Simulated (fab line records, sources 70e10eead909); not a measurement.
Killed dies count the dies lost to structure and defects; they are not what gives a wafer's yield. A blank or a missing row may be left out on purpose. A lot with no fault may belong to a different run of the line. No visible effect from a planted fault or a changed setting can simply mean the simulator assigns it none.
What tool caused it?	flow nandHarc	24 lots, 72 wafers sampled, at 5 steps of a route of 1159

## WHAT EACH GAUGE READ, for each wafer
NHARC_A_CONTACT_OVL_MEAS_09. Usual: overlayXNm 0.0 nm, standard deviation 0.79; overlayYNm 0.3 nm, standard deviation 0.83.
lot	measured	on	overlayXNm (nm)	overlayYNm (nm)	flag
L074	day 17 09:06	overlay-01	-0.2 0.6 0.4	0.1 0.4 -0.1	
L077	day 17 12:55	overlay-02	0.1 -0.7 -0.4	1.3 1.1 1.0	
L075	day 17 14:17	overlay-01	1.0 0.2 1.0	-0.4 -0.5 -0.3	
L076	day 17 20:41	overlay-02	1.7 0.8 2.1	0.0 0.0 0.8	
L078	day 17 23:53	overlay-02	-1.2 -1.8 -1.2	-0.6 -0.5 -0.1	
L079	day 18 12:38	overlay-02	-0.2 -0.2 -0.4	0.0 0.2 0.5	
L081	day 18 15:23	overlay-02	0.5 -0.4 0.1	2.0 2.1 1.9	
L082	day 18 18:38	overlay-02	-0.1 -0.2 -0.3	0.3 0.1 0.3	
L080	day 18 20:58	overlay-01	-0.1 0.4 -0.7	0.4 -0.1 0.1	
L084	day 19 08:49	overlay-01	2.1 1.8 1.8	-0.1 -0.3 0.2	
L083	day 19 09:15	overlay-01	1.0 1.1 0.8	-0.8 -1.0 -0.4	
L086	day 20 00:05	overlay-01	0.2 0.2 -0.2	0.2 0.0 0.2	
L085	day 20 01:35	overlay-01	-0.3 0.2 -0.3	0.9 0.3 0.7	
L088	day 20 02:44	overlay-02	0.8 0.4 0.2	-1.2 -0.7 -0.9	
L087	day 20 07:26	overlay-02	0.7 0.6 0.1	1.5 0.9 0.9	
L089	day 20 15:41	overlay-01	-0.6 -0.9 -0.9	-0.3 0.4 0.8	
L094	day 21 07:42	overlay-01	0.4 0.4 0.0	0.7 0.7 0.6	
L090	day 21 10:46	overlay-01	-0.7 -0.3 -0.4	0.3 0.4 0.6	
L095	day 21 12:04	overlay-02	0.4 0.7 0.4	1.9 1.5 1.7	
L092	day 21 15:25	overlay-01	0.4 -0.4 -0.4	1.6 1.4 1.5	
L091	day 21 20:29	overlay-01	-1.1 -0.6 -0.1	0.6 1.0 0.6	
L093	day 21 22:40	overlay-01	-0.8 -0.5 0.1	0.6 0.2 0.7	
L096	day 22 00:21	overlay-01	0.0 -0.2 -0.5	-1.0 -1.1 -1.0	
L097	day 23 12:17	overlay-01	-0.9 -1.1 -1.0	-1.2 -0.9 -1.5	

NHARC_A_BLC_INSPECT_12. Usual: rawDefectCount reads 29 (standard deviation 12).
lot	measured	on	rawDefectCount	flag
L074	day 17 23:40	defectInspect-02	19 9 14	
L077	day 18 00:17	defectInspect-02	26 14 26	
L075	day 18 01:10	defectInspect-01	18 22 30	
L076	day 18 07:44	defectInspect-02	44 40 26	
L078	day 18 08:56	defectInspect-02	24 12 27	
L079	day 18 19:50	defectInspect-01	26 22 22	
L081	day 18 21:50	defectInspect-02	31 34 38	
L082	day 19 04:25	defectInspect-02	27 28 20	
L080	day 19 05:35	defectInspect-01	19 23 22	
L084	day 19 14:53	defectInspect-01	11 8 10	
L083	day 19 16:02	defectInspect-02	35 23 27	
L086	day 20 06:14	defectInspect-02	41 46 39	
L085	day 20 11:22	defectInspect-01	23 26 36	
L088	day 20 12:04	defectInspect-01	14 21 14	
L087	day 20 13:19	defectInspect-02	30 24 25	
L089	day 21 04:31	defectInspect-02	30 26 22	
L094	day 21 13:53	defectInspect-01	33 37 33	
L090	day 21 17:05	defectInspect-01	36 47 52	
L095	day 21 17:46	defectInspect-02	28 37 24	
L092	day 21 21:06	defectInspect-02	39 43 57	
L091	day 22 05:26	defectInspect-01	69 54 45	
L093	day 22 06:19	defectInspect-02	38 45 57	
L096	day 22 06:42	defectInspect-01	19 14 12	
L097	day 23 20:53	defectInspect-02	16 26 26	

## TOOL THAT RAN EACH LOT (tool first, then ch and the chambers of the sampled wafers, then the start)
lot	NHARC_A_CONTACT_ETCH_127	NHARC_A_CONTACT_ETCH_139	NHARC_A_CONTACT_ETCH_110
L074	harCapEtch-02 ch 0,1, day 17 04:05	harCapEtch-01 ch 0,1, day 17 11:07	rieDiel-02 ch 0,1,2, day 17 12:05
L077	harCapEtch-01 ch 0,1, day 17 04:59	harCapEtch-02 ch 1, day 17 14:55	rieDiel-02 ch 0,2,3, day 17 15:51
L075	harCapEtch-02 ch 0,1, day 17 08:53	harCapEtch-03 ch 0,1, day 17 16:04	rieDiel-12 ch 0,3, day 17 17:02
L076	harCapEtch-01 ch 0,1, day 17 15:50	harCapEtch-01 ch 0,1, day 17 22:31	rieDiel-02 ch 2,3, day 17 23:38
L078	harCapEtch-02 ch 0,1, day 17 18:16	harCapEtch-03 ch 0,1, day 18 01:51	rieDiel-12 ch 2,3, day 18 02:47
L079	harCapEtch-03 ch 0, day 18 07:47	harCapEtch-02 ch 0,1, day 18 15:01	rieDiel-02 ch 1,3, day 18 16:26
L081	harCapEtch-01 ch 0, day 18 10:25	harCapEtch-03 ch 1, day 18 17:50	rieDiel-12 ch 0,1,2, day 18 19:11
L082	harCapEtch-03 ch 0, day 18 13:15	harCapEtch-03 ch 0,1, day 18 20:38	rieDiel-12 ch 0,3, day 18 21:39
L080	harCapEtch-01 ch 0,1, day 18 15:44	harCapEtch-02 ch 0,1, day 18 22:56	rieDiel-02 ch 0,2, day 18 23:56
L084	harCapEtch-01 ch 0,1, day 19 02:09	harCapEtch-03 ch 0,1, day 19 10:35	rieDiel-01 ch 0,1,2, day 19 12:06
L083	harCapEtch-03 ch 0,1, day 19 03:04	harCapEtch-02 ch 0,1, day 19 11:23	rieDiel-02 ch 0,1,2, day 19 12:31
L086	harCapEtch-02 ch 0,1, day 19 16:51	harCapEtch-03 ch 0,1, day 20 02:08	rieDiel-01 ch 0,2, day 20 03:29
L085	harCapEtch-03 ch 0, day 19 17:14	harCapEtch-03 ch 1, day 20 03:40	rieDiel-02 ch 0,3, day 20 04:41
L088	harCapEtch-01 ch 0,1, day 19 21:05	harCapEtch-02 ch 0,1, day 20 04:58	rieDiel-02 ch 0,1,3, day 20 05:53
L087	harCapEtch-01 ch 0,1, day 20 02:29	harCapEtch-03 ch 0,1, day 20 09:32	rieDiel-01 ch 0,1,2, day 20 10:32
L089	harCapEtch-01 ch 0,1, day 20 08:34	harCapEtch-01 ch 0,1, day 20 17:27	rieDiel-12 ch 0,2,3, day 20 18:22
L094	harCapEtch-01 ch 0,1, day 20 23:49	harCapEtch-01 ch 0,1, day 21 09:44	rieDiel-02 ch 0,1,3, day 21 10:43
L090	harCapEtch-02 ch 0,1, day 21 02:32	harCapEtch-03 ch 0,1, day 21 12:54	rieDiel-12 ch 1,2, day 21 13:50
L095	harCapEtch-02 ch 0,1, day 21 06:20	harCapEtch-01 ch 0,1, day 21 13:57	rieDiel-12 ch 1,2,3, day 21 14:56
L092	harCapEtch-03 ch 0,1, day 21 08:13	harCapEtch-01 ch 0,1, day 21 17:16	rieDiel-02 ch 1,2,3, day 21 18:21
L091	harCapEtch-02 ch 0,1, day 21 14:13	harCapEtch-03 ch 0,1, day 21 22:38	rieDiel-02 ch 0,1,2, day 21 23:31
L093	harCapEtch-03 ch 0,1, day 21 14:44	harCapEtch-01 ch 0,1, day 22 00:26	rieDiel-12 ch 0,2,3, day 22 01:35
L096	harCapEtch-02 ch 0,1, day 21 19:40	harCapEtch-02 ch 0,1, day 22 02:08	rieDiel-12 ch 0,1,2, day 22 03:05
L097	harCapEtch-01 ch 0,1, day 23 04:59	harCapEtch-03 ch 0,1, day 23 14:16	rieDiel-01 ch 2,3, day 23 15:08
- NHARC_A_CONTACT_ETCH_127: etches the open film in C4F8/O2/Ar, time 155 s, target depth 956 nm.
- NHARC_A_CONTACT_ETCH_139: etches the open film in C4F8/O2/Ar, time 137 s, target depth 590 nm.
- NHARC_A_CONTACT_ETCH_110: etches the open film in CF4/O2, target depth 50 nm, overetch 5 nm, time 27.5 s.

## WHAT THE TOOLS THEMSELVES READ (means of the sampled wafers that have a number; where no wafer has one, the mark that the record gives instead)
NHARC_A_CONTACT_ETCH_110. Usual: cf4FlowSccm 79.97 sccm, standard deviation 0.23; drypumpMotorCurrentA 5.97 A, standard deviation 0.22; oes_ar_750_au 1.000 a.u., standard deviation 0.0046; oesProductAu 1.000 a.u., standard deviation 0.0081; rfFwdPowerW 296.1 W, standard deviation 1.5; rfVppV 197.7 V, standard deviation 1.4; showerheadPlenumPTorr 1.33 Torr, standard deviation 0.057; throttleValvePct 13.396 %, standard deviation 0.0092.
lot	tool	cf4FlowSccm (sccm)	drypumpMotorCurrentA (A)	oes_ar_750_au (a.u.)	oesProductAu (a.u.)	rfFwdPowerW (W)	rfVppV (V)	showerheadPlenumPTorr (Torr)	throttleValvePct (%)	flag
L074	rieDiel-02	79.99	6.12	1.003	1.007	296.0	198.0	1.34	13.392	
L077	rieDiel-02	79.98	6.01	1.003	1.006	294.6	197.6	1.30	13.386	
L075	rieDiel-12	79.89	6.15	0.999	0.993	297.5	198.3	1.35	13.401	
L076	rieDiel-02	79.70	6.00	0.997	0.998	294.6	196.9	1.29	13.398	
L078	rieDiel-12	80.06	5.78	1.000	0.999	296.0	198.0	1.34	13.405	
L079	rieDiel-02	79.80	6.15	0.997	1.000	296.3	198.3	1.37	13.402	
L081	rieDiel-12	79.84	5.81	1.000	0.998	295.3	196.7	1.30	13.394	
L082	rieDiel-12	79.72	6.16	0.994	0.999	297.7	198.9	1.37	13.393	
L080	rieDiel-02	79.90	6.03	1.002	1.001	296.2	196.8	1.30	13.395	
L084	rieDiel-01	79.89	5.84	1.000	1.001	295.7	197.2	1.29	13.399	
L083	rieDiel-02	80.05	6.08	0.999	1.010	296.6	197.9	1.33	13.397	
L086	rieDiel-01	80.16	5.71	1.000	1.000	294.1	195.9	1.24	13.397	
L085	rieDiel-02	80.28	5.98	1.001	0.987	295.1	197.8	1.29	13.392	
L088	rieDiel-02	79.92	6.08	1.002	0.994	296.8	198.0	1.33	13.392	
L087	rieDiel-01	80.06	5.83	0.999	1.000	295.6	196.5	1.29	13.400	
L089	rieDiel-12	79.97	5.96	1.000	0.999	296.0	198.3	1.34	13.392	
L094	rieDiel-02	79.98	6.06	1.002	0.998	295.4	198.4	1.33	13.390	
L090	rieDiel-12	80.01	5.71	0.997	0.997	294.9	196.7	1.26	13.402	
L095	rieDiel-12	79.86	5.86	1.004	0.999	296.1	197.8	1.31	13.392	
L092	rieDiel-02	80.00	6.08	1.000	0.998	296.0	196.6	1.32	13.405	
L091	rieDiel-02	80.14	6.10	0.996	0.998	297.0	197.5	1.33	13.411	
L093	rieDiel-12	79.83	5.96	1.003	0.998	296.4	198.0	1.34	13.393	
L096	rieDiel-12	80.16	5.82	1.002	0.998	295.2	196.5	1.29	13.394	
L097	rieDiel-01	80.38	5.61	0.996	1.010	295.9	199.5	1.42	13.400	

## THE ANSWER, worked out from the rows above alone
Rule: a lot counts as off when the mean over its wafers that have a number is more than 3 standard deviations away from the usual mean. A lot without any number at a reading at which 4 lots or more have one is off too. All remaining lots with rows at the step are treated as sound. The gauges are gone through in route order, then the tools' own readings, and for those a lot's mean is taken as printed above. At the first step where some lot is off, the reading lying furthest off is the one used; lots without a number count as furthest.
None of the lots is off at any reading shown; this tells nothing.

## WHAT HAD BEEN PUT IN BY THE SIMULATOR
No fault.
